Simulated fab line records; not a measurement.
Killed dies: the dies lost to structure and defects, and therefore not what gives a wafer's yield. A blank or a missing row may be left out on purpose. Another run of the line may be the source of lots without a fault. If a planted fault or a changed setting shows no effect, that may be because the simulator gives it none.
Lot-split experiment | flow n5_finfet | route with 1938 steps; 7 lots, 21 wafers read

## THE SPLIT ITSELF
At N5_PASSIVATION_PECVD_01 (deposits SiNx from SiH4/NH3/N2, target thk 200 nm, time 43.2 s), the setting time_s was moved away from the recipe's 43.2 s on 8 of the 21 wafers read, by -10.4% to +4.4%. All remaining wafers had this setting at the recipe value.

Reading taken at the split's own step.

## THE READING
SiNx_of_PASSIVATION_PECVD_01.thk_nm (the simulator's own value, which no gauge read), in nm, at N5_PASSIVATION_PECVD_01 (deposits SiNx from SiH4/NH3/N2, target thk 200 nm, time 43.2 s). There is no usual value for it anywhere in the file. Across the 13 wafers here that went through the recipe, the average is 199.7 nm and the standard deviation 2.6 nm.

wafer  | tool, chamber at the split | time_s as run, s | against the recipe | SiNx_of_PASSIVATION_PECVD_01.thk_nm, nm | against lot-mates on the recipe
L075.4 | pecvd-03, 0,2              | 43.2             | recipe             | 201                                     | -
L075.6 | pecvd-03, 0,2              | 43.2             | recipe             | 201                                     | -
L075.5 | pecvd-03, 1                | 43.2             | recipe             | 198.4                                   | -
L080.2 | pecvd-01, 1                | 43.2             | recipe             | 197.2                                   | -
L080.4 | pecvd-01, 1                | 41.4             | -4.2%              | 190.6                                   | -6.6
L080.6 | pecvd-01, 1                | 41.4             | -4.2%              | 191                                     | -6.2
L087.1 | pecvd-03, 1                | 39.52            | -8.5%              | 181.4                                   | -18.4
L087.2 | pecvd-03, 0                | 39.52            | -8.5%              | 180.8                                   | -19.0
L087.5 | pecvd-03, 0                | 43.2             | recipe             | 199.8                                   | -
L092.2 | pecvd-03, 1                | 43.2             | recipe             | 198.6                                   | -
L092.3 | pecvd-03, 0                | 43.2             | recipe             | 193.2                                   | -
L092.4 | pecvd-03, 2                | 43.2             | recipe             | 201.6                                   | -
L091.1 | pecvd-03, 0                | 38.7             | -10.4%             | 177.8                                   | -22.6
L091.3 | pecvd-03, 1                | 38.7             | -10.4%             | 177.2                                   | -23.2
L091.5 | pecvd-03, 1                | 43.2             | recipe             | 200.4                                   | -
L096.1 | pecvd-03, 2                | 43.2             | recipe             | 200.6                                   | -
L096.2 | pecvd-03, 1                | 45.08            | +4.4%              | 207                                     | +6.4
L096.5 | pecvd-03, 2                | 45.08            | +4.4%              | 213                                     | +12.4
L095.1 | pecvd-01, 0                | 43.2             | recipe             | 198.4                                   | -
L095.4 | pecvd-01, 1                | 43.2             | recipe             | 204.2                                   | -
L095.6 | pecvd-01, 2                | 43.2             | recipe             | 202.2                                   | -
Rows listing several chambers each stand for several wafers; the file does not say which wafer went through which chamber.

FIT RESULTS
A straight line over all 21 wafers: SiNx_of_PASSIVATION_PECVD_01.thk_nm changes by +2.18 nm for each +1% of time_s; r = +0.97; the points scatter about the line by 2.4 nm.
The same after taking each lot's own level away (the mean of its wafers on the recipe; 21 wafers): +2.16 nm for each +1%; r = +0.97; scatter 2.2 nm.
Per that fit: largest time_s move, reading shift of 22 nm.
From 197.20 to 201.60 nm: that is the span of the lots' own levels, equal to 1.7 times the standard deviation above.
Hence the lot-to-lot level has little effect on the slope; both slopes agree.
Check: with one of the wafers moved furthest among these (-10.4%) left out of the fit, the line predicts -22.2 nm for it against its lot-mates. It came out at -22.6 nm against them.

## OTHER SPLITS ON THESE WAFERS
Before the reading, these wafers also passed through other splits. Each is held against what the fit with the lots' levels taken away leaves over:
other split on the same wafers | wafers away from the commonest value | r with SiNx_of_PASSIVATION_PECVD_01.thk_nm (lot level and that fit taken away)
N5_BEOL_M15_SPUTTER_43 power_w | 7                                    | -0.41
N5_MIM_BOT_ETCH_ETCH_04 time_s | 8                                    | -0.12

## THE FILE'S OWN FIT
SiNx_of_PASSIVATION_PECVD_01.thk_nm changes by +2.14 nm for each +1% of time_s, r = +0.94.
